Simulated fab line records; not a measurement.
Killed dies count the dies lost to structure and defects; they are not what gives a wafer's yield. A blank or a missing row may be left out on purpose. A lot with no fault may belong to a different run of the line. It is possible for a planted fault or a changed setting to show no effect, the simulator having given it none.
A lot that was struck, set against a sound lot + flow n5 finfet + 16 steps out of a route of 1938
Sound: the wafers L717.1, L717.2, L717.4. Wafers struck: L728.1, L728.2, L728.3. The cause is given at the end.
Order at every step that has rows: each side's tool, ch and its chambers, its first start. Under that, the readings that differ: sound wafers + struck wafers + difference of the means + sigmas: that difference in standard deviations of wafers without a fault.
alike: a reading whose means differ by less than 2 such deviations, as well as words and numbers matching on both sides. not compared: withheld readings; readings where some wafer has no value; bounds like >300 that might hide an equal value; numbers whose values overlap and for which the record gives no deviation.
Wherever a step has rows on one side only, a row that says differs or no value, or a row with sigmas, the two part there. Numbers that have no deviation but don't overlap get no sigmas and don't part them. Lack of a reading on every wafer of one side parts them only where that side has two or more wafers.

first, 1 step without rows for these wafers: N5_BEOL_M1_CMP_52 (polishes, stops on SiOC, t overpolish 6.8 s, target thk 40 nm).
N5_BEOL_M1_THK_MEAS_53: measures by xrf.
  sound on film metro-01, day 6 15:54; struck on film metro-01, day 9 11:42
  alike: M1_THK
N5_BEOL_M1_PRE_CLEAN_60: time 15 s.
  sound on cvd co-02 ch 0,2, day 6 15:56; struck on cvd co-01 ch 0,1,2, day 9 11:44
  alike: heater power w
  not compared: since wet clean h, susceptor temp C
N5_BEOL_M1_CO_CAP_55: material Co, precursor CCTBA/H2, target thk 2 nm, time 102.1 s.
  sound on cvd co-02 ch 0,2, day 6 15:59; struck on cvd co-01 ch 0,1,2, day 9 11:47
  alike: heater power w, susceptor temp C
  not compared: since wet clean h
then, 1 step without rows for these wafers: N5_BEOL_M1_PRE_CLEAN_56 (time 15 s).
N5_BEOL_M1_DEP_57: deposits SiCN from 3MS/NH3, target thk 8 nm, time 14 s.
  sound on pecvd-01 ch 0,1, day 6 16:08; struck on pecvd-01 ch 0,1,2, day 9 11:53
  alike: showerhead plenum p Torr, throttle valve pct
  not compared: since wet clean h
N5_BEOL_M1_RS_MEAS_58: measures by four-point-probe.
  sound on film metro-02, day 6 16:13; struck on film metro-02, day 9 11:58
  alike: M1_RS
N5_BEOL_M1_INSPECT_59: inspects for defects (darkfield).
  sound on defect inspect-02, day 6 16:14; struck on defect inspect-02, day 9 11:59
  alike: raw defect count
N5_BEOL_M2_ILD_DEP_00: deposits SiOC from DEMS/O2, target thk 79 nm, time 15.3 s.
  sound on pecvd-04 ch 1,2, day 6 16:16; struck on pecvd-01 ch 0,1,2, day 9 12:01
  alike: heater power w, showerhead plenum p Torr, susceptor temp C, throttle valve pct
  not compared: since wet clean h
N5_BEOL_M2_THK_MEAS_01:
  sound on film metro-01, day 6 16:20; struck on film metro-01, day 9 12:05
| reading         | sound          | struck         | difference | sigmas |
|-----------------|----------------|----------------|------------|--------|
| M2_ILD_THK (nm) | 79.2 80.0 80.7 | 78.6 76.5 77.9 | -2.3       | -2     |
N5_BEOL_M2_PECVD_72: deposits SiO2 from TEOS/O2, target thk 16 nm, time 18 s.
  sound on pecvd-01 ch 1,2, day 6 16:23; struck on pecvd-01 ch 0,1,2, day 9 12:08
  alike: heater power w, showerhead plenum p Torr, susceptor temp C, throttle valve pct
  not compared: since wet clean h
then, 1 step without rows for these wafers: N5_BEOL_M2_HM_DEP_02 (deposits TiN, target thk 20 nm).
N5_BEOL_M2_COAT_61: time 60 s, resist thk 60 nm.
  sound on litho track-05 ch 0, day 6 17:46; struck on litho track-05 ch 0, day 9 14:38
| reading                  | sound                | struck               | difference | sigmas |
|--------------------------|----------------------|----------------------|------------|--------|
| heater power total W (W) | 502.2 498.2 499.4    | 491.5 491.3 490.2    | -8.9       | -5     |
| plate temp C (C)         | 249.71 249.93 250.16 | 246.52 246.46 246.37 | -3.48      | -18    |
then, 1 step without rows for these wafers: N5_BEOL_M2_COAT_62 (time 60 s, resist thk 12 nm).
N5_BEOL_M4_RC_MEAS_101:
  sound on prober-02 ch 0, day 7 17:07; struck on prober-01 ch 0, day 10 15:12
  alike: DIBL_N, DIBL_P, IOFF_N, IOFF_P, ION_N, ION_P, SS_N, SS_P, VT_N, VT_P
following that, these wafers have no rows for 1 step: N5_PASSIVATION_PROBE_49.

## WHERE THEY PART
Earliest at N5_BEOL_M2_THK_MEAS_01; latest, in this record, at N5_BEOL_M2_COAT_61. Later steps at which nothing parts them and some readings are alike: N5_BEOL_M4_RC_MEAS_101.

WHY: what the simulator had put in
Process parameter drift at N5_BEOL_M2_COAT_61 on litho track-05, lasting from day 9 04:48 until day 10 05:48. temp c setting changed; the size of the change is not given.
